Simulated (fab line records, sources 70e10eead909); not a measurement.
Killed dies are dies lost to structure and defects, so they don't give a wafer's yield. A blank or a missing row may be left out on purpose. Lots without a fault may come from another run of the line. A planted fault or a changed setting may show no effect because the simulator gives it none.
Which tool did it? | flow nand_harc | 6 lots, 18 wafers sampled, at 5 steps of a route of 1302

WHAT THE GAUGES READ, wafer by wafer
NHARC_END_SORT_01.
lot  | measured     | on        | defect_limited_yield (%)
L210 | day 32 18:28 | prober-01 | 90.7 91.6 84.6

WHICH TOOL RAN EACH LOT (tool, then ch and the chambers of the sampled wafers, then the start)
lot  | NHARC_P_M2_STRIP_19                 | NHARC_THIN_TSV_CMP_21         | NHARC_THIN_TSV_DEGAS_53      | NHARC_THIN_TSV_PRE_CLEAN_54
L192 | wet_bench-10 ch 4,5,7, day 6 14:52  | cmp-03 ch 0,1,2, day 24 12:32 | pvd_sputter-01, day 24 13:00 | pvd_sputter-01, day 24 13:04
L195 | wet_bench-08 ch 0,1,5, day 8 05:25  | cmp-03 ch 0,1,3, day 25 00:13 | pvd_sputter-03, day 25 00:41 | pvd_sputter-03, day 25 00:45
L198 | wet_bench-08 ch 3,5,6, day 9 13:52  | cmp-04 ch 1,2,3, day 27 02:10 | pvd_sputter-01, day 27 02:36 | pvd_sputter-01, day 27 02:40
L200 | wet_bench-10 ch 4,5,7, day 10 03:13 | cmp-04 ch 0,2, day 28 15:22   | pvd_sputter-03, day 28 15:52 | pvd_sputter-03, day 28 15:58
L202 | wet_bench-10 ch 3,6,7, day 10 22:58 | cmp-02 ch 0,2,3, day 28 14:08 | pvd_sputter-02, day 28 14:31 | pvd_sputter-02, day 28 14:37
L210 | wet_bench-10 ch 1,4,7, day 14 08:49 | cmp-03 ch 2,3, day 32 07:42   | pvd_sputter-03, day 32 08:11 | pvd_sputter-03, day 32 08:16
- NHARC_P_M2_STRIP_19: strips in post etch residue remover, time 600 s.
- NHARC_THIN_TSV_CMP_21: polishes, t overpolish 30 s, target thk 2000 nm.
- NHARC_THIN_TSV_DEGAS_53: time 60 s.
- NHARC_THIN_TSV_PRE_CLEAN_54: time 30 s.

THE ANSWER, worked out from the rows above alone
Rule: what is usual is taken from the lots themselves. Put in order of their means at a reading, lots are off if they are a third of the lots or fewer, leave a main group of 4 or more, and stand apart from it by a gap of 3 or more times the standard deviation of the main group's means; of several such gaps the widest counts. A main group whose means are all the same, to the digits that the tables above print for the reading, isn't used. A lot without any number at a reading at which 4 lots or more have one is off too. The other lots that the step has rows for count as sound.
No lot is off at any reading shown: from this, nothing can be told.

WHAT THE SIMULATOR HAD PUT IN
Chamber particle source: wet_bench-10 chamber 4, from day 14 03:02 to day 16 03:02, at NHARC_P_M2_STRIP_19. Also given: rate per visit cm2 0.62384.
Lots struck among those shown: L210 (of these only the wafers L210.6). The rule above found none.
